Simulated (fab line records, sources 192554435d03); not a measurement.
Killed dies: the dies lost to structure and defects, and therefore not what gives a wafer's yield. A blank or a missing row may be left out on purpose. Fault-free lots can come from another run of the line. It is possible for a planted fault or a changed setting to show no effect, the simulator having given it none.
fab line records	flow n5Finfet
record: lots: 9	wafers: 27	lastDay: 18
route steps=1938 shown BEOL_M4@1111 BEOL_M13@1679 PASSIVATION@1936
lots that met no fault: from a run of the same line without faults
startH: start of the lot's first displayed wafer, in hours after the record's first day	waitH: hours elapsed since this lot's preceding step	" repeats the value in the row above	L1.1+2: a single row standing in for several wafers	- no value present, or no start provided	* or withheld: withheld	< > ~ a bound
route shown NAME@n: NAME is a module with steps in the file, n the number in the route of the first one	usual: mean and standard deviation over wafers with no fault	same: alike in all rows	chamber/n: place in a boat	sites: per-site readings	_std_site: standard deviation across them	_edge_site: inner sites' mean taken away from outer sites' mean	radiusMm: for every site, how far away it sits from the centre of the wafer	mask NAME#n: copy n	behind: the most recent tool/chamber to have shaped the wafer	hold: the reason the lot was held/the length of the hold in hours/how it ended	device: the transistor (n, p or np) that didn't switch	end of line: tests of these same wafers at the route's end	a step given without rows: its recipe and nothing more	killed: dies that structure and defects cost at the first sort, which is not the same as the wafer's yield	map: shows each die of a wafer: x if killed, . if not, _ if none is there
set.NAME: the run value of the setting; set.NAME@STEP: its run value at that earlier step	model.NAME: the simulator's own value behind a step, which no gauge read
a sample of lots followed through the steps of the route, with each step as a table and each wafer as a row
services: when a tool's chamber went out of use (startH, in hours from the record's first day, below 0 if earlier), for how many hours, and the reason
== steps ==
step: N5_BEOL_M4_RC_MEAS_101
usual: DIBL_N: 37.1/1.8	DIBL_P: 37.2/2.1	IOFF_N: 0.17/0.033	IOFF_P: 0.22/0.037	ION_N: 680/11	ION_P: 464/7.7	SS_N: 71.7/0.63	SS_P: 73.6/0.67	VT_N: 248.9/2.9	VT_P: -251/3.6
lot.wafer	tool	chamber	startH	waitH	DIBL_N[mV/V]	DIBL_P[mV/V]	IOFF_N[nA/um]	IOFF_P[nA/um]	ION_N[uA/um]	ION_P[uA/um]	SS_N[mV/dec]	SS_P[mV/dec]	VT_N[mV]	VT_P[mV]
L497.1	prober-02	0	190.94	0.0	38.7	40.6	0.22	0.26	701	473	72.0	74.6	242.9	-248
L497.3	"	0	"	"	35.8	36.7	0.14	0.18	676	455	71.4	73.2	251.4	-256
L497.6	"	0	"	"	34.1	33.8	0.12	0.15	667	454	71.0	72.5	251.3	-256
L494.1	prober-02	0	213.05	0.0	37.9	37.9	0.17	0.20	671	454	72.0	73.3	250.8	-250
L494.5	"	0	"	"	38.6	38.6	0.19	0.22	677	459	72.0	73.4	247.7	-249
L494.6	"	0	"	"	38.9	40.7	0.21	0.26	713	480	71.7	73.4	244.9	-249
L503.1	prober-01	0	235.29	0.0	35.6	35.8	0.15	0.20	675	466	71.2	73.9	249.1	-251
L503.2	"	0	"	"	38.3	37.0	0.19	0.23	691	470	71.7	73.9	249.9	-249
L503.4	"	0	"	"	34.8	34.9	0.14	0.19	678	464	70.5	72.2	250.8	-254
L505.2	prober-01	0	240.99	0.2	38.3	38.8	0.17	0.24	671	463	71.8	75.1	250.1	-246
L505.3	"	0	"	"	37.0	36.4	0.16	0.21	691	468	71.1	73.4	248.5	-252
L505.6	"	0	"	"	35.7	34.3	0.14	0.17	672	457	71.4	72.9	251.5	-251
L506.1	prober-02	0	259.07	0.0	39.2	40.1	0.20	0.23	673	452	72.7	74.4	249.5	-252
L506.3	"	0	"	"	37.0	38.1	0.16	0.19	679	458	71.3	74.2	249.1	-253
L506.6	"	0	"	"	38.2	39.8	0.20	0.23	686	465	72.0	74.5	248.2	-250
L511.3	prober-01	0	286.01	0.3	36.6	36.0	0.15	0.20	673	461	71.4	73.1	251.9	-249
L511.5	"	0	"	"	35.4	34.3	0.13	0.18	687	472	71.3	73.1	251.6	-252
L511.6	"	0	"	"	39.7	38.6	0.21	0.24	671	455	72.8	73.6	248.7	-250
L513.1	prober-02	0	307.10	0.0	37.3	37.1	0.17	0.22	703	478	72.3	73.7	246.6	-249
L513.2	"	0	"	"	38.2	37.8	0.20	0.24	677	462	71.6	74.4	245.7	-250
L513.4	"	0	"	"	41.6	41.5	0.29	0.31	701	477	72.4	75.2	241.5	-244
L514.1	prober-02	0	313.82	0.0	35.7	35.8	0.15	0.21	669	465	71.6	73.1	250.2	-251
L514.2	"	0	"	"	35.8	34.0	0.15	0.19	673	461	72.0	72.5	251.8	-252
L514.5	"	0	"	"	37.6	37.0	0.17	0.22	674	468	72.0	73.2	251.1	-249
L515.2	prober-01	0	318.01	0.2	38.4	37.9	0.20	0.24	695	469	72.2	74.3	243.4	-249
L515.3	"	0	"	"	37.4	36.2	0.18	0.22	678	461	72.0	73.4	247.8	-251
L515.4	"	0	"	"	37.3	35.7	0.17	0.21	666	461	71.5	73.1	249.1	-252
step: N5_BEOL_M13_CD_MEAS_17
recipe: targetCdNm: 190	polarity: opening
usual: cdNm: 189.7/1.8
lot.wafer	tool	chamber	startH	waitH	cdNm
L497.1	cdSem-03	-	269.09	0.0	188.6
L497.3	"	-	"	"	193.1
L497.6	"	-	"	"	190.8
L494.1	cdSem-02	-	300.06	0.0	190.5
L494.5	"	-	"	"	190.3
L494.6	"	-	"	"	190.3
L503.1	cdSem-01	-	309.92	0.0	189.4
L503.2	"	-	"	"	189.7
L503.4	"	-	"	"	192.7
L505.2	cdSem-03	-	312.18	0.0	191.6
L505.3	"	-	"	"	189.6
L505.6	"	-	"	"	192.0
L506.1	cdSem-01	-	328.95	0.0	189.0
L506.3	"	-	"	"	190.0
L506.6	"	-	"	"	190.1
L511.3	cdSem-03	-	365.31	0.0	189.1
L511.5	"	-	"	"	187.6
L511.6	"	-	"	"	188.4
L513.1	cdSem-02	-	382.53	0.0	189.5
L513.2	"	-	"	"	189.6
L513.4	"	-	"	"	190.0
L514.1	cdSem-02	-	394.58	0.0	191.4
L514.2	"	-	"	"	190.4
L514.5	"	-	"	"	191.5
L515.2	cdSem-02	-	394.85	0.0	187.5
L515.3	"	-	"	"	188.8
L515.4	"	-	"	"	185.7
step: N5_BEOL_M13_STRIP_37
recipe: chemistry: N2/H2	powerW: 1000	tempC: 250	h2Frac: 0.65	overashFraction: 0.3	pressureMtorr: withheld	n2FlowSccm: 1750	h2FlowSccm: 3250
usual: drypumpMotorCurrentA: 5.8/0.44	h2FlowSccm: 3249/9.4	heaterPowerW: 364/43	oesProductAu: 0.785/0.011
lot.wafer	tool	chamber	startH	waitH	drypumpMotorCurrentA	h2FlowSccm	heaterPowerW	oesProductAu	rfHoursCounterH
L497.1	plasmaAsher-01	1	270.24	0.0	6.0	3239	346	0.787	126
L497.3	"	1	"	"	6.0	3241	338	0.807	-
L497.6	"	1	"	"	6.0	3241	341	0.782	-
L494.1	plasmaAsher-02	1	301.32	0.0	5.2	3263	393	0.801	84
L494.5	"	1	"	"	5.2	3249	390	0.805	-
L494.6	"	0	"	"	6.3	3245	400	0.775	-
L503.1	plasmaAsher-01	0	311.68	0.0	5.7	3237	283	0.791	134
L503.2	"	1	"	"	6.0	3241	341	0.773	134
L503.4	"	1	"	"	6.0	3244	345	0.795	-
L505.2	plasmaAsher-01	1	313.60	0.0	-	-	-	-	-
L505.3	"	1	"	"	-	-	-	-	-
L505.6	"	0	"	"	-	-	-	-	-
L506.1	plasmaAsher-02	0	329.98	0.0	-	-	-	-	-
L506.3	"	1	"	"	-	-	-	-	-
L506.6	"	0	"	"	-	-	-	-	-
L511.3	plasmaAsher-02	0	366.56	0.1	6.3	3247	404	0.797	-
L511.5	"	1	"	"	5.2	3249	381	0.785	-
L511.6	"	0	"	"	6.3	3251	400	0.785	-
L513.1	plasmaAsher-01	1	383.64	0.1	6.0	3253	345	0.789	149
L513.2	"	0	"	"	5.6	3254	286	0.791	149
L513.4	"	0	"	"	5.7	3263	298	0.793	-
L514.1	plasmaAsher-02	1	395.62	0.0	5.2	3257	390	0.792	103
L514.2	"	0	"	"	6.3	3247	404	0.796	103
L514.5	"	1	"	"	5.2	3234	397	0.776	-
L515.2	plasmaAsher-02	0	396.24	0.2	6.3	3259	405	0.795	103
L515.3	"	1	"	"	5.2	3231	393	0.781	-
L515.4	"	0	"	"	6.3	3262	401	0.787	-
step: N5_BEOL_M13_ETCH_38
recipe: chemistry: CF4/N2	target: SiCN	targetDepthA: 675	taperDeg: 2	timeS: 71.9	ionEnergyEv: 150	maskMaterial: SiO2	pressureMtorr: 40	sourceW: 430	biasW: 70	Ar_flow_sccm: 100	cf4FlowSccm: 60	n2FlowSccm: 60
usual: drypumpMotorCurrentA: 5.8/0.34	oesProductAu: 0.82/0.085	rfVppV: 383.3/1.9	showerheadPlenumPTorr: 2.25/0.067	throttleValvePct: 15.39/0.2
lot.wafer	tool	chamber	startH	waitH	drypumpMotorCurrentA	oesProductAu	rfHoursCounterH	rfVppV	showerheadPlenumPTorr	throttleValvePct
L497.1	rieDiel-02	2	270.72	-	5.2	0.85	53	383.5	2.24	15.38
L497.3	"	3	"	"	5.9	0.85	65	383.1	2.24	15.41
L497.6	"	2	"	"	5.2	0.86	-	385.2	2.24	15.36
L494.1	rieDiel-02	0	301.84	-	6.5	0.97	6	387.8	2.35	15.20
L494.5	"	3	"	"	5.9	0.83	-	383.2	2.24	15.41
L494.6	"	0	"	"	6.6	0.97	-	386.9	2.35	15.17
L503.1	rieDiel-04	3	313.85	-	5.4	0.81	105	382.1	2.23	15.25
L503.2	"	0	"	"	6.3	0.93	18	385.9	2.34	15.32
L503.4	"	2	"	"	5.3	0.75	155	384.8	2.31	15.65
L505.2	rieDiel-06	3	314.62	1.0	5.8	0.78	109	380.9	2.13	15.75
L505.3	"	1	"	"	6.0	0.91	34	385.1	2.34	15.28
L505.6	"	3	"	"	5.9	0.79	-	379.3	2.13	15.75
L506.1	rieDiel-04	1	330.99	1.0	5.8	0.95	15	381.4	2.17	15.24
L506.3	"	3	"	"	5.4	0.81	110	382.5	2.23	15.24
L506.6	"	2	"	"	5.4	0.74	-	384.2	2.31	15.66
L511.3	rieDiel-02	1	367.55	-	5.9	0.70	206	382.7	2.19	15.74
L511.5	"	1	"	"	5.9	0.69	-	381.2	2.19	15.75
L511.6	"	0	"	"	6.6	0.91	-	386.4	2.34	15.21
L513.1	rieDiel-02	3	388.24	-	5.9	0.80	102	382.0	2.23	15.47
L513.2	"	2	"	"	5.3	0.81	91	382.9	2.23	15.43
L513.4	"	0	"	"	6.5	0.91	33	384.8	2.34	15.24
L514.1	rieDiel-04	0	396.46	-	6.3	0.87	41	385.1	2.33	15.35
L514.2	"	3	"	"	5.4	0.78	127	383.2	2.23	15.29
L514.5	"	1	"	"	5.8	0.90	-	381.1	2.16	15.28
L515.2	rieDiel-06	2	396.51	-	5.9	0.68	200	384.5	2.27	15.30
L515.3	"	1	"	"	5.9	0.88	58	385.4	2.33	15.34
L515.4	"	0	"	"	5.9	0.82	-	384.0	2.24	15.20
step: N5_BEOL_M13_SPUTTER_44
recipe: material: Ta	targetThkA: 100	tempC: 50	biasV: 80	powerW: 15000	chamberPressurePa: 0.07	timeS: 16.13
usual: chamberPressurePa: 0.07002/0.00014	throttleValvePct: 30.0/1
lot.wafer	tool	chamber	startH	waitH	chamberPressurePa	throttleValvePct
L497.1	pvdSputter-01	-	271.33	0.0	0.07036	30.5
L497.3	"	-	"	"	0.07013	31.8
L497.6	"	-	"	"	0.0704	30.5
L494.1	pvdSputter-02	-	302.29	0.0	0.06996	28.7
L494.5	"	-	"	"	0.07014	28.8
L494.6	"	-	"	"	0.06991	28.2
L503.1	pvdSputter-03	-	314.42	0.0	0.07008	30.0
L503.2	"	-	"	"	0.07016	30.1
L503.4	"	-	"	"	0.07	29.5
L505.2	pvdSputter-01	-	315.52	0.0	0.07007	31.0
L505.3	"	-	"	"	0.06974	32.0
L505.6	"	-	"	"	0.0699	31.0
L506.1	pvdSputter-02	-	331.58	0.0	0.06986	29.8
L506.3	"	-	"	"	0.06987	28.1
L506.6	"	-	"	"	0.07006	29.0
L511.3	pvdSputter-01	-	368.40	0.0	0.0697	31.1
L511.5	"	-	"	"	0.06992	31.7
L511.6	"	-	"	"	0.07007	30.3
L513.1	pvdSputter-03	-	388.65	0.0	0.07008	30.3
L513.2	"	-	"	"	0.06991	30.2
L513.4	"	-	"	"	0.06986	29.9
L514.1	pvdSputter-03	-	397.05	0.0	0.06998	30.0
L514.2	"	-	"	"	0.07012	28.4
L514.5	"	-	"	"	0.07003	28.8
L515.2	pvdSputter-01	-	397.13	0.0	0.06975	30.7
L515.3	"	-	"	"	0.06991	29.5
L515.4	"	-	"	"	0.06987	31.6
step: N5_PASSIVATION_PROBE_49
usual: defectLimitedYield: 91.7/1.5	killed_at_M0_to_M3: 32/10	killed_at_M4_up: 14/5.3	killedAtContacts: 13/5.7	killedAtFrontEnd: 37/10	killedAtOther: 3.3/2.5	killedDies: 98/18	killedOnRim: 13/3.6	killedOpen: 65/13	killedShort: 31/7.5	sort_bin_4_leakage: 0.00/0.0099	sort_bin_5_function: 4.9/0.91	sort_bin_6_memory: 3.1/0.71	sort_bin_8_speed: 0.00/0.017	sortNPass: 1082/18	sortYieldPct: 91.7/1.5
same: grossDies: 1180	killedAtBackSide: 0
lot.wafer	tool	chamber	startH	waitH	defectLimitedYield[%]	killed_at_M0_to_M3	killed_at_M4_up	killedAtContacts	killedAtFrontEnd	killedAtOther	killedDies	killedOnRim	killedOpen	killedShort	sort_bin_4_leakage[%]	sort_bin_5_function[%]	sort_bin_6_memory[%]	sort_bin_8_speed[%]	sortNPass	sortYieldPct[%]
L497.1	prober-01	-	300.38	0.0	94.2	22	10	7	29	0	68	8	37	24	0	3.0	2.1	0	1112	94.2
L497.3	prober-01	-	300.48	0.1	91.2	26	10	16	49	3	104	12	65	39	0	5.2	3.4	0	1076	91.2
L497.6	prober-01	-	300.63	0.3	91.3	28	17	11	45	2	103	11	57	42	0	4.8	3.2	0	1077	91.3
L494.1	prober-01	-	331.77	0.0	90.6	34	18	11	44	4	111	14	80	28	0	5.0	4.1	0.08	1069	90.6
L494.5	prober-01	-	331.97	0.2	92.4	13	29	11	34	3	90	8	62	26	0	4.7	2.7	0	1090	92.4
L494.6	prober-01	-	332.02	0.3	91.9	13	20	9	50	3	95	10	68	25	0	3.9	4.1	0	1085	91.9
L503.1	prober-01	-	342.09	0.0	91.5	23	8	14	50	5	100	14	52	47	0	4.8	3.1	0	1080	91.5
L503.2	prober-01	-	342.14	0.1	89.8	38	14	13	53	2	120	16	71	47	0	6.1	3.6	0	1060	89.8
L503.4	prober-01	-	342.24	0.2	92.2	27	10	10	43	2	92	9	65	27	0	5.2	2.4	0	1088	92.2
L505.2	prober-01	-	342.45	0.1	0	37	1101	13	22	7	1180	152	59	37	0	97.8	2.0	0	0	0
L505.3	prober-01	-	342.50	0.1	0	29	1092	12	42	5	1180	152	58	37	0	96.4	3.1	0	0	0
L505.6	prober-01	-	342.65	0.3	0	27	1111	21	16	5	1180	152	61	23	0	96.9	2.9	0	0	0
L506.1	prober-02	-	360.48	0.0	0	39	1068	22	47	4	1180	152	79	46	0	95.6	3.7	0	0	0
L506.3	prober-02	-	360.58	0.1	0	38	1082	14	45	1	1180	152	76	32	0	96.3	3.4	0	0	0
L506.6	prober-02	-	360.73	0.3	0	37	1097	19	24	3	1180	152	66	29	0	96.6	3.2	0	0	0
L511.3	prober-02	-	394.37	0.1	91.8	50	3	8	34	2	97	8	60	37	0	5.2	2.9	0	1083	91.8
L511.5	prober-02	-	394.47	0.2	90.9	37	20	15	29	6	107	12	63	38	0	5.0	3.7	0	1073	90.9
L511.6	prober-02	-	394.52	0.3	90.8	37	9	11	50	1	108	14	76	32	0	5.7	3.2	0	1072	90.8
L513.1	prober-01	-	416.18	0.0	91.0	24	10	23	43	6	106	11	74	26	0	5.7	3.0	0	1074	91.0
L513.2	prober-01	-	416.23	0.1	93.0	15	10	16	37	5	83	10	58	22	0	4.5	2.5	0	1097	93.0
L513.4	prober-01	-	416.33	0.2	91.4	36	14	14	33	4	101	15	69	30	0.08	5.0	3.1	0	1078	91.4
L515.2	prober-02	-	428.52	0.1	91.3	28	16	10	44	5	103	17	74	29	0	5.1	3.3	0	1077	91.3
L515.3	prober-02	-	428.57	0.1	89.9	47	11	10	48	3	119	16	82	33	0	5.3	4.2	0	1061	89.9
L515.4	prober-02	-	428.62	0.2	90.0	39	20	9	46	4	118	12	85	33	0	5.8	4.1	0	1062	90.0
L514.1	prober-02	-	428.77	0.1	94.3	20	8	3	33	3	67	8	41	20	0	2.9	2.2	0	1113	94.3
L514.2	prober-02	-	428.82	0.2	92.8	37	12	8	26	2	85	17	55	29	0	4.7	2.1	0	1095	92.8
L514.5	prober-02	-	428.97	0.3	93.9	18	9	8	33	4	72	15	43	28	0	3.2	2.5	0	1108	93.9
killed by level:class
L497.1 MOL_CONTACT_COAG:geometricParticle:open=6 BEOL_M0_SAQP:geometricParticle:short=6 HKMG_FIN:areaEtch=6 FIN_SAQP:geometricParticle:short=5 BEOL_M0_SAQP:geometricParticle:open=5 DUMMY_GATE:geometricParticle:open=4 BEOL_M4:geometricParticle:open=4 FIN_SAQP:geometricParticle:open=3
L497.3 MOL_CONTACT_COAG:geometricParticle:open=15 FIN_SAQP:geometricParticle:short=14 BEOL_M0_SAQP:geometricParticle:open=8 FIN_SAQP:geometricParticle:open=6 DUMMY_GATE:geometricParticle:open=6 BEOL_M0_SAQP:geometricParticle:short=6 GATE_CUT:geometricParticle:short=5 GATE_CUT:geometricParticle:open=4
L497.6 MOL_CONTACT_COAG:geometricParticle:open=9 BEOL_M4:geometricParticle:open=9 BEOL_M0_SAQP:geometricParticle:open=7 FIN_SAQP:geometricParticle:short=6 BEOL_M0_SAQP:geometricParticle:short=6 FIN_SAQP:geometricParticle:open=5 DUMMY_GATE:geometricParticle:open=5 BEOL_M2:geometricParticle:open=5
L494.1 FIN_SAQP:geometricParticle:open=11 BEOL_M4:geometricParticle:open=11 MOL_CONTACT_COAG:geometricParticle:open=9 BEOL_M1:geometricParticle:open=9 STI_FIN_REVEAL:geometricParticle:open=8 DUMMY_GATE:geometricParticle:open=6 BEOL_M0_SAQP:geometricParticle:open=6 BEOL_M2:geometricParticle:short=6
L494.5 BEOL_M4:geometricParticle:open=12 FIN_SAQP:geometricParticle:short=7 FIN_SAQP:geometricParticle:open=7 STI_FIN_REVEAL:geometricParticle:open=7 MOL_CONTACT_COAG:geometricParticle:open=7 BEOL_M5:geometricParticle:open=7 MOL_CONTACT_COAG:geometricParticle:short=4 BEOL_M3:geometricParticle:open=4
L494.6 BEOL_M4:geometricParticle:open=12 STI_FIN_REVEAL:geometricParticle:open=11 DUMMY_GATE:geometricParticle:open=11 MOL_CONTACT_COAG:geometricParticle:open=8 FIN_SAQP:geometricParticle:open=7 FIN_SAQP:geometricParticle:short=5 BEOL_M4:geometricParticle:short=4 BEOL_M1:geometricParticle:short=3
L503.1 FIN_SAQP:geometricParticle:short=12 MOL_CONTACT_COAG:geometricParticle:open=12 FIN_SAQP:geometricParticle:open=7 DUMMY_GATE:geometricParticle:open=7 STARTING-WAFER:geometricParticle:short=7 STI_FIN_REVEAL:geometricParticle:open=6 BEOL_M0_SAQP:geometricParticle:short=6 BEOL_M3:geometricParticle:short=5
L503.2 FIN_SAQP:geometricParticle:short=22 MOL_CONTACT_COAG:geometricParticle:open=12 BEOL_M0_SAQP:geometricParticle:open=10 BEOL_M0_SAQP:geometricParticle:short=9 FIN_SAQP:geometricParticle:open=7 STI_FIN_REVEAL:geometricParticle:open=6 BEOL_M1:geometricParticle:open=6 BEOL_M6:geometricParticle:open=6
L503.4 STI_FIN_REVEAL:geometricParticle:open=14 FIN_SAQP:geometricParticle:short=10 MOL_CONTACT_COAG:geometricParticle:open=10 FIN_SAQP:geometricParticle:open=6 BEOL_M0_SAQP:geometricParticle:short=6 BEOL_M0_SAQP:geometricParticle:open=6 BEOL_M1:geometricParticle:open=6 BEOL_M2:geometricParticle:open=3
L505.2 BEOL_M13:areaSputter=1083 BEOL_M0_SAQP:geometricParticle:open=12 BEOL_M0_SAQP:geometricParticle:short=11 MOL_CONTACT_COAG:geometricParticle:open=10 DUMMY_GATE:geometricParticle:open=6 BEOL_M3:geometricParticle:open=6 BEOL_M4:geometricParticle:open=6 STARTING-WAFER:geometricParticle:short=6
L505.3 BEOL_M13:areaSputter=1082 FIN_SAQP:geometricParticle:open=12 BEOL_M0_SAQP:geometricParticle:short=11 MOL_CONTACT_COAG:geometricParticle:open=8 FIN_SAQP:geometricParticle:short=7 BEOL_M0_SAQP:geometricParticle:open=7 STI_FIN_REVEAL:geometricParticle:open=6 STI_FIN_REVEAL:geometricParticle:short=5
L505.6 BEOL_M13:areaSputter=1096 MOL_CONTACT_COAG:geometricParticle:open=17 BEOL_M0_SAQP:geometricParticle:open=10 BEOL_M4:geometricParticle:open=10 BEOL_M0_SAQP:geometricParticle:short=8 MOL_CONTACT_COAG:geometricParticle:short=4 BEOL_M5:geometricParticle:open=4 FIN_SAQP:geometricParticle:open=3
L506.1 BEOL_M13:areaSputter=1052 FIN_SAQP:geometricParticle:open=15 MOL_CONTACT_COAG:geometricParticle:open=13 MOL_CONTACT_COAG:geometricParticle:short=9 FIN_SAQP:geometricParticle:short=8 BEOL_M0_SAQP:geometricParticle:short=8 BEOL_M1:geometricParticle:open=7 BEOL_M0_SAQP:geometricParticle:open=5
L506.3 BEOL_M13:areaSputter=1067 BEOL_M1:geometricParticle:open=14 FIN_SAQP:geometricParticle:open=12 MOL_CONTACT_COAG:geometricParticle:open=12 BEOL_M0_SAQP:geometricParticle:short=7 BEOL_M4:geometricParticle:open=7 DUMMY_GATE:geometricParticle:open=6 BEOL_M0_SAQP:geometricParticle:open=5
L506.6 BEOL_M13:areaSputter=1083 MOL_CONTACT_COAG:geometricParticle:open=15 BEOL_M0_SAQP:geometricParticle:open=11 BEOL_M1:geometricParticle:open=10 FIN_SAQP:geometricParticle:open=7 BEOL_M0_SAQP:geometricParticle:short=7 FIN_SAQP:geometricParticle:short=5 BEOL_M4:geometricParticle:open=5
L511.3 BEOL_M1:geometricParticle:open=13 BEOL_M3:geometricParticle:open=11 GATE_CUT:geometricParticle:short=7 MOL_CONTACT_COAG:geometricParticle:open=7 FIN_SAQP:geometricParticle:open=5 STI_FIN_REVEAL:geometricParticle:open=5 BEOL_M0_SAQP:geometricParticle:short=5 BEOL_M0_SAQP:geometricParticle:open=5
L511.5 MOL_CONTACT_COAG:geometricParticle:open=12 BEOL_M0_SAQP:geometricParticle:short=11 BEOL_M0_SAQP:geometricParticle:open=9 BEOL_M1:geometricParticle:open=6 BEOL_M5:geometricParticle:open=6 DUMMY_GATE:geometricParticle:open=5 GATE_CUT:geometricParticle:short=5 BEOL_M4:geometricParticle:open=5
L511.6 STI_FIN_REVEAL:geometricParticle:open=15 FIN_SAQP:geometricParticle:open=12 FIN_SAQP:geometricParticle:short=9 MOL_CONTACT_COAG:geometricParticle:open=7 BEOL_M1:geometricParticle:open=7 BEOL_M2:geometricParticle:open=7 BEOL_M0_SAQP:geometricParticle:short=6 BEOL_M3:geometricParticle:open=6
L513.1 MOL_CONTACT_COAG:geometricParticle:open=20 GATE_CUT:geometricParticle:short=9 DUMMY_GATE:geometricParticle:open=8 BEOL_M0_SAQP:geometricParticle:open=8 BEOL_M2:geometricParticle:open=5 STI_FIN_REVEAL:geometricParticle:open=4 GATE_CUT:geometricParticle:open=4 BEOL_M5:geometricParticle:open=4
L513.2 MOL_CONTACT_COAG:geometricParticle:open=14 STI_FIN_REVEAL:geometricParticle:open=12 FIN_SAQP:geometricParticle:open=6 GATE_CUT:geometricParticle:short=4 BEOL_M1:geometricParticle:open=4 BEOL_M5:geometricParticle:open=4 STARTING-WAFER:geometricParticle:short=3 BEOL_M2:geometricParticle:open=3
L513.4 STI_FIN_REVEAL:geometricParticle:open=12 BEOL_M1:geometricParticle:open=11 MOL_CONTACT_COAG:geometricParticle:open=8 BEOL_M3:geometricParticle:open=7 DUMMY_GATE:geometricParticle:open=6 MOL_CONTACT_COAG:geometricParticle:short=6 GATE_CUT:geometricParticle:short=4 BEOL_M3:geometricParticle:short=4
L515.2 STI_FIN_REVEAL:geometricParticle:open=14 MOL_CONTACT_COAG:geometricParticle:open=8 BEOL_M3:geometricParticle:open=7 BEOL_M4:geometricParticle:open=6 STI_FIN_REVEAL:geometricParticle:short=5 BEOL_M0_SAQP:geometricParticle:open=5 DUMMY_GATE:geometricParticle:open=4 BEOL_M2:geometricParticle:open=4
L515.3 STI_FIN_REVEAL:geometricParticle:open=13 BEOL_M3:geometricParticle:open=13 BEOL_M2:geometricParticle:open=10 DUMMY_GATE:geometricParticle:open=8 MOL_CONTACT_COAG:geometricParticle:open=8 BEOL_M0_SAQP:geometricParticle:open=6 GATE_CUT:geometricParticle:short=5 BEOL_M0_SAQP:geometricParticle:short=5
L515.4 STI_FIN_REVEAL:geometricParticle:open=15 BEOL_M2:geometricParticle:open=11 MOL_CONTACT_COAG:geometricParticle:open=9 FIN_SAQP:geometricParticle:open=8 BEOL_M1:geometricParticle:open=7 BEOL_M0_SAQP:geometricParticle:short=6 FIN_SAQP:geometricParticle:short=5 BEOL_M4:geometricParticle:open=5
L514.1 BEOL_M2:geometricParticle:open=6 FIN_SAQP:geometricParticle:short=4 GATE_CUT:geometricParticle:short=4 BEOL_M3:geometricParticle:open=4 STARTING-WAFER:geometricParticle:open=4 STI_FIN_REVEAL:geometricParticle:open=3 BEOL_M0:geometricParticle:open=3 STARTING-WAFER:geometricParticle:short=3
L514.2 BEOL_M2:geometricParticle:open=10 MOL_CONTACT_COAG:geometricParticle:open=7 BEOL_M1:geometricParticle:open=7 GATE_CUT:geometricParticle:open=6 BEOL_M2:geometricParticle:short=6 GATE_CUT:geometricParticle:short=5 BEOL_M3:geometricParticle:open=5 BEOL_M0_SAQP:geometricParticle:short=4
L514.5 FIN_SAQP:geometricParticle:open=9 FIN_SAQP:geometricParticle:short=9 BEOL_M2:geometricParticle:open=8 MOL_CONTACT_COAG:geometricParticle:open=7 BEOL_M0_SAQP:geometricParticle:short=5 GATE_CUT:geometricParticle:short=4 DUMMY_GATE:geometricParticle:open=2 GATE_CUT:geometricParticle:open=2
== services ==
tool	chamber	startH	hours	kind
rieDiel-04	1	256.49	-	clean
rieDiel-04	1	256.49	-	consumableReplace:focusRing
rieDiel-04	1	256.49	17.6	scheduledDown
rieDiel-04	1	256.49	17.6	ventCycle
rieDiel-06	1	256.96	4.2	repair
rieDiel-02	0	265.89	-	clean
rieDiel-02	0	265.89	-	consumableReplace:focusRing
rieDiel-02	0	265.89	-	consumableReplace:showerhead
rieDiel-02	0	265.89	15.8	scheduledDown
rieDiel-02	0	265.89	15.8	ventCycle
rieDiel-06	-	301.29	2.1	repair
pvdSputter-03	-	350.34	3.1	repair
rieDiel-02	-	350.76	0.6	repair
rieDiel-04	-	369.49	0.5	repair
rieDiel-06	3	382.22	3.5	repair
plasmaAsher-01	-	386.02	5.7	pm
rieDiel-06	3	387.36	10.5	repair
== key ==
firstSign: step: N5_BEOL_M13_STRIP_37	reading: toolRecord	direction: missing
effect: step: N5_PASSIVATION_PROBE_49	reading: killed_at_M4_up	direction: up	sigmas: 99+	usual: 14	struck: 1092
moreKillsBornAt: N5_BEOL_M13_SPUTTER_43@pvdSputter-01: 3261	N5_BEOL_M13_SPUTTER_43@pvdSputter-02: 3202
metAt N5_BEOL_M13_STRIP_37
struckLots L505,L506
laterRowsLeftOut L505.2,L505.3,L505.6,L506.1,L506.3,L506.6
notActingAt N5_BEOL_M13_CD_MEAS_17,N5_BEOL_M13_ETCH_38,N5_BEOL_M13_SPUTTER_44
onsetBetween 311.68 313.60
fault: kind: skippedStepWhole	tool: plasmaAsher-01,plasmaAsher-02	chamber: -	onsetH: 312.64	steps: N5_BEOL_M13_STRIP_37	scope: struckLotsOnly
laterRowsLeftOut: the simulator's readings of these wafers behind a module that went badly wrong aren't trusted and aren't shown, but for the sort
